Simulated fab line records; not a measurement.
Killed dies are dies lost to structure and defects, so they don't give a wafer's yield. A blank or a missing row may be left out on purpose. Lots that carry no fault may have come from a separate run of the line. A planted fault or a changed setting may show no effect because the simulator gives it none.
Matching of chambers	flow n5 finfet	4 sister chambers for N5_FIN_SAQP_FIN_ETCH_36 on rie si-03
The step etches the open film in HBr/Cl2/O2, target depth 120 nm, time 50.4 s. 8 wafers are shown with their chamber, then 9 later ones without.

== WAFERS WITH THEIR CHAMBER ==
wafer	chamber	drypump motor current A (A)	throttle valve pct (%)
L078.3	3	5.3	36.04
L080.1	0	4.6	35.90
L080.2	3	5.3	36.05
L082.1	0	4.7	35.92
L082.6	2	6.2	35.58
L084.1	1	5.7	35.84
L084.3	2	6.2	35.61
L084.6	1	5.7	35.85

== WAFERS WITHOUT THEIR CHAMBER ==
wafer	drypump motor current A (A)	throttle valve pct (%)
L090.1	6.2	35.60
L090.3	5.3	36.04
L090.5	4.7	35.91
L091.2	5.7	35.82
L091.3	4.6	35.91
L091.4	5.3	36.02
L092.1	5.3	36.05
L092.2	6.2	35.57
L092.5	6.2	35.60

== THE CHAMBER EACH PASSED THROUGH ==
wafer	from the rows above	in truth
L090.1	2	2
L090.3	3	3
L090.5	0	0
L091.2	1	1
L091.3	0	0
L091.4	3	3
L092.1	3	3
L092.2	2	2
L092.5	2	2
Correct placement for 9 of the 9. Left unplaced by these rows: 0. Placed wrongly: 0.
How it was worked out, from the rows above alone: a wafer's distance from a chamber is the root of the sum, over the readings, of the square of ((its reading less the chamber's mean) divided by the reading's scatter). If the next closest chamber is less than 2 further off than the closest, the wafer can't be placed; otherwise it belongs to the closest. Each chamber's mean is taken over the wafers shown for it. How the scatter is found: for the shown wafers, subtract from each reading the mean of its chamber, square and add these, divide the total by (wafers less chambers), then take the root.
